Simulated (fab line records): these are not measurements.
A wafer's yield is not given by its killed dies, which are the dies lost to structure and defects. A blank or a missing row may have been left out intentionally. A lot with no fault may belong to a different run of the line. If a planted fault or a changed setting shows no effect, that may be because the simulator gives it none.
Which tool did it? | flow n5-finfet | 12 lots, 36 wafers sampled, at 1 step of a route of 1938

## WHAT THE GAUGES SHOWED, per wafer
N5_ILD0_THK_MEAS_04.
lot  | measured    | on            | thk-nm (nm)
L075 | day 3 21:47 | film-metro-02 | 198.3 196.9 195.5
L077 | day 4 05:44 | film-metro-01 | 196.6 198.9 197.9
L079 | day 4 20:02 | film-metro-02 | 198.9 196.2 196.1
L081 | day 5 13:43 | film-metro-01 | 195.8 195.9 196.1
L083 | day 5 23:33 | film-metro-01 | 199.1 196.9 196.3
L085 | day 6 14:49 | film-metro-01 | 194.5 196.3 195.5
L087 | day 6 21:23 | film-metro-02 | 195.5 193.2 198.1
L089 | day 7 08:28 | film-metro-02 | 194.2 198.2 196.9
L091 | day 7 18:52 | film-metro-01 | 198.8 193.5 197.6
L093 | day 8 06:56 | film-metro-02 | 195.9 195.5 195.2
L095 | day 8 23:51 | film-metro-02 | 196.5 193.6 194.0
L097 | day 9 09:55 | film-metro-02 | 198.1 199.7 197.2

## WHAT TOOL EACH LOT RAN ON (gives the tool, then ch and the chambers of the sampled wafers, and finally the start)
Before these readings, the record contains no process step.

## THE ANSWER, worked out from the rows above alone
Rule: the usual values come from the lots themselves. The widest of any qualifying gaps counts: lots, ordered by their means at a reading, are off when they make up no more than a third of the lots, leave a main group of 4 or more, and stand apart from it by 3 or more times the standard deviation of that group's means. A main group is skipped when, at the precision printed for the reading in the tables above, its means are all equal. Also off: a lot with no number at a reading for which 4 or more lots have one. All remaining lots with rows at the step are treated as sound.
Across all readings shown, no lot is off: no conclusion can be drawn from this.

## WHAT THE SIMULATOR HAD INSERTED
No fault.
